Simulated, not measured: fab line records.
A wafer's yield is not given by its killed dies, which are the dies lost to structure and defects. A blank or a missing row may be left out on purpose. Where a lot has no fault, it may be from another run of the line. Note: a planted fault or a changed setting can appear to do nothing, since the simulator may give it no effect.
Matching of chambers / flow n5 finfet / 4 sister chambers for N5_WELL_APT_DESCUM_30 on rie diel-06
The step chemistry O2, time 7.9 s. 14 wafers are shown with their chamber, then 7 later ones without.

EACH WAFER AND ITS CHAMBER
wafer=L082.1; chamber=3; throttle valve pct (%)=20.41; drypump motor current A (A)=5.9; showerhead plenum p Torr (Torr)=2.12
wafer=L082.3; chamber=2; throttle valve pct (%)=20.28; drypump motor current A (A)=5.0; showerhead plenum p Torr (Torr)=2.20
wafer=L082.4; chamber=0; throttle valve pct (%)=20.61; drypump motor current A (A)=5.9; showerhead plenum p Torr (Torr)=2.09
wafer=L087.2; chamber=1; throttle valve pct (%)=20.41; drypump motor current A (A)=5.7; showerhead plenum p Torr (Torr)=2.13
wafer=L087.3; chamber=2; throttle valve pct (%)=20.30; drypump motor current A (A)=5.0; showerhead plenum p Torr (Torr)=2.19
wafer=L087.5; chamber=3; throttle valve pct (%)=20.42; drypump motor current A (A)=5.9; showerhead plenum p Torr (Torr)=2.11
wafer=L089.2; chamber=3; throttle valve pct (%)=20.44; drypump motor current A (A)=5.9; showerhead plenum p Torr (Torr)=2.11
wafer=L089.4; chamber=1; throttle valve pct (%)=20.42; drypump motor current A (A)=5.7; showerhead plenum p Torr (Torr)=2.13
wafer=L089.5; chamber=1; throttle valve pct (%)=20.42; drypump motor current A (A)=5.7; showerhead plenum p Torr (Torr)=2.13
wafer=L091.1; chamber=0; throttle valve pct (%)=20.61; drypump motor current A (A)=6.0; showerhead plenum p Torr (Torr)=2.08
wafer=L091.4; chamber=3; throttle valve pct (%)=20.43; drypump motor current A (A)=5.9; showerhead plenum p Torr (Torr)=2.11
wafer=L091.6; chamber=2; throttle valve pct (%)=20.29; drypump motor current A (A)=5.1; showerhead plenum p Torr (Torr)=2.19
wafer=L092.1; chamber=0; throttle valve pct (%)=20.61; drypump motor current A (A)=6.0; showerhead plenum p Torr (Torr)=2.08
wafer=L092.2; chamber=1; throttle valve pct (%)=20.43; drypump motor current A (A)=5.8; showerhead plenum p Torr (Torr)=2.12

SIGNATURES (means of the wafers above)
reading=throttle valve pct; chamber 0=20.6100; chamber 1=20.4200; chamber 2=20.2900; chamber 3=20.4250; scatter within a chamber=0.00949
reading=drypump motor current A; chamber 0=5.967; chamber 1=5.725; chamber 2=5.033; chamber 3=5.900; scatter within a chamber=0.0456
reading=showerhead plenum p Torr; chamber 0=2.0833; chamber 1=2.1275; chamber 2=2.1933; chamber 3=2.1125; scatter within a chamber=0.00532
Rule: for a wafer and a chamber, the distance is found by dividing, reading by reading, the gap between the wafer's reading and the chamber's mean by the reading's scatter, squaring, summing and taking the root. The wafer belongs to the nearest chamber; if the next one is less than 2 further off, it can't be placed. The scatter: the root of (the sum of the squares of (reading less its chamber's mean) over the shown wafers, divided by (wafers less chambers)).

WAFERS WHOSE CHAMBER IS MISSING
wafer=L092.5; throttle valve pct (%)=20.31; drypump motor current A (A)=5.1; showerhead plenum p Torr (Torr)=2.19
wafer=L094.1; throttle valve pct (%)=20.62; drypump motor current A (A)=6.0; showerhead plenum p Torr (Torr)=2.08
wafer=L094.4; throttle valve pct (%)=20.45; drypump motor current A (A)=5.7; showerhead plenum p Torr (Torr)=2.12
wafer=L094.5; throttle valve pct (%)=20.63; drypump motor current A (A)=6.0; showerhead plenum p Torr (Torr)=2.08
wafer=L095.1; throttle valve pct (%)=20.33; drypump motor current A (A)=5.1; showerhead plenum p Torr (Torr)=2.19
wafer=L095.2; throttle valve pct (%)=20.45; drypump motor current A (A)=5.9; showerhead plenum p Torr (Torr)=2.11
wafer=L095.4; throttle valve pct (%)=20.63; drypump motor current A (A)=5.9; showerhead plenum p Torr (Torr)=2.08

EACH ONE'S CHAMBER
wafer=L092.5; from the rows above=2; in truth=2
wafer=L094.1; from the rows above=0; in truth=0
wafer=L094.4; from the rows above=can't be placed: 1 or 3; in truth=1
wafer=L094.5; from the rows above=0; in truth=0
wafer=L095.1; from the rows above=2; in truth=2
wafer=L095.2; from the rows above=3; in truth=3
wafer=L095.4; from the rows above=0; in truth=0
Placed correctly: 6 of 7. These rows do not allow placing 1 (true chamber among the candidates in 1). 0 placed wrongly.
